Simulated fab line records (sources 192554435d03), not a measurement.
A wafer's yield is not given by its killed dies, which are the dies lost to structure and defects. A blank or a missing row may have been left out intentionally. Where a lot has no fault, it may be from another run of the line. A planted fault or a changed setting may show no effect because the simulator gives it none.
Split-lot study | flow n5-finfet | route with 1938 steps; 7 lots, 39 wafers read

== SPLIT DETAILS ==
At N5_DUMMY_GATE_EXPOSE_12 (exposes mask GATE, target cd 25 nm), the setting dose-mj was moved away from the recipe's 34 on 15 of the 39 wafers read, by -7.0% to +6.0%. All remaining wafers had this setting at the recipe value.

== FROM THE SPLIT TO THE READING: what the file shows between them, 2 steps ==
- N5_DUMMY_GATE_PEB_13: peb time 60 s
- N5_DUMMY_GATE_DEVELOP_14: develop time 30 s

== THE READING ==
cd-nm at N5_DUMMY_GATE_CD_MEAS_15, given in nm (cd target 25.8 nm). On this fab line, fault-free wafers typically give 24.98 nm with a standard deviation of 0.28 nm.

wafer  | tool, chamber at the split | dose-mj as run | against the recipe | cd-nm, nm | against lot-mates on the recipe
L078.1 | euv-scanner-02, 0          | 34             | recipe             | 24.99     | -
L078.2 | euv-scanner-02, 0          | 34             | recipe             | 24.64     | -
L078.4 | euv-scanner-02, 0          | 34             | recipe             | 24.94     | -
L080.1 | euv-scanner-01, 0          | 31.63          | -7.0%              | 26.67     | +1.75
L080.2 | euv-scanner-01, 0          | 31.63          | -7.0%              | 26.41     | +1.49
L080.3 | euv-scanner-01, 0          | 34             | recipe             | 24.86     | -
L080.4 | euv-scanner-01, 0          | 34             | recipe             | 25.16     | -
L080.5 | euv-scanner-01, 0          | 34             | recipe             | 24.74     | -
L080.6 | euv-scanner-01, 0          | 31.63          | -7.0%              | 26.24     | +1.32
L083.1 | euv-scanner-02, 0          | 34             | recipe             | 24.83     | -
L083.2 | euv-scanner-02, 0          | 34             | recipe             | 24.92     | -
L083.3 | euv-scanner-02, 0          | 34             | recipe             | 24.71     | -
L083.4 | euv-scanner-02, 0          | 34             | recipe             | 25.00     | -
L083.5 | euv-scanner-02, 0          | 34             | recipe             | 24.81     | -
L083.6 | euv-scanner-02, 0          | 34             | recipe             | 24.21     | -
L085.1 | euv-scanner-01, 0          | 32.97          | -3.0%              | 25.25     | +0.63
L085.2 | euv-scanner-01, 0          | 32.97          | -3.0%              | 25.43     | +0.81
L085.3 | euv-scanner-01, 0          | 34             | recipe             | 24.76     | -
L085.4 | euv-scanner-01, 0          | 34             | recipe             | 24.48     | -
L085.5 | euv-scanner-01, 0          | 32.97          | -3.0%              | 25.41     | +0.79
L085.6 | euv-scanner-01, 0          | 34             | recipe             | 24.63     | -
L086.1 | euv-scanner-01, 0          | 34             | recipe             | 24.69     | -
L086.2 | euv-scanner-01, 0          | 34             | recipe             | 24.77     | -
L086.3 | euv-scanner-01, 0          | 33.23          | -2.3%              | 25.03     | +0.18
L086.4 | euv-scanner-01, 0          | 33.23          | -2.3%              | 25.65     | +0.80
L086.5 | euv-scanner-01, 0          | 34             | recipe             | 25.08     | -
L086.6 | euv-scanner-01, 0          | 33.23          | -2.3%              | 25.16     | +0.31
L096.1 | euv-scanner-02, 0          | 34             | recipe             | 24.50     | -
L096.2 | euv-scanner-02, 0          | 36.04          | +6.0%              | 23.73     | -1.30
L096.3 | euv-scanner-02, 0          | 34             | recipe             | 25.35     | -
L096.4 | euv-scanner-02, 0          | 34             | recipe             | 25.25     | -
L096.5 | euv-scanner-02, 0          | 36.04          | +6.0%              | 24.19     | -0.84
L096.6 | euv-scanner-02, 0          | 36.04          | +6.0%              | 24.32     | -0.71
L097.1 | euv-scanner-01, 0          | 34             | recipe             | 25.08     | -
L097.2 | euv-scanner-01, 0          | 34             | recipe             | 25.37     | -
L097.3 | euv-scanner-01, 0          | 34             | recipe             | 25.18     | -
L097.4 | euv-scanner-01, 0          | 35.77          | +5.2%              | 24.74     | -0.47
L097.5 | euv-scanner-01, 0          | 35.77          | +5.2%              | 23.91     | -1.30
L097.6 | euv-scanner-01, 0          | 35.77          | +5.2%              | 24.19     | -1.02

FIT RESULTS
A straight line over all 39 wafers: cd-nm changes by -0.167 nm for each +1% of dose-mj; r = -0.87; the points scatter about the line by 0.3 nm.
The same after taking each lot's own level away (the mean of its wafers on the recipe; 39 wafers): -0.193 nm for each +1%; r = -0.93; scatter 0.25 nm.
Per that fit: largest dose-mj move, reading shift of 1.3 nm.
Measured against the standard deviation above, the lots' own levels, which go from 24.623 to 25.210 nm, span 2.1 times it.
So the slope is not independent of the lot-to-lot level: the two fits are not the same.
Check: with one of the wafers moved furthest among these (-7.0%) left out of the fit, the line predicts +1.33 nm for it against its lot-mates. Against them it came out at +1.75 nm.

== THE FILE'S OWN FIT ==
cd-nm changes by -0.193 nm for each +1% of dose-mj, r = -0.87.
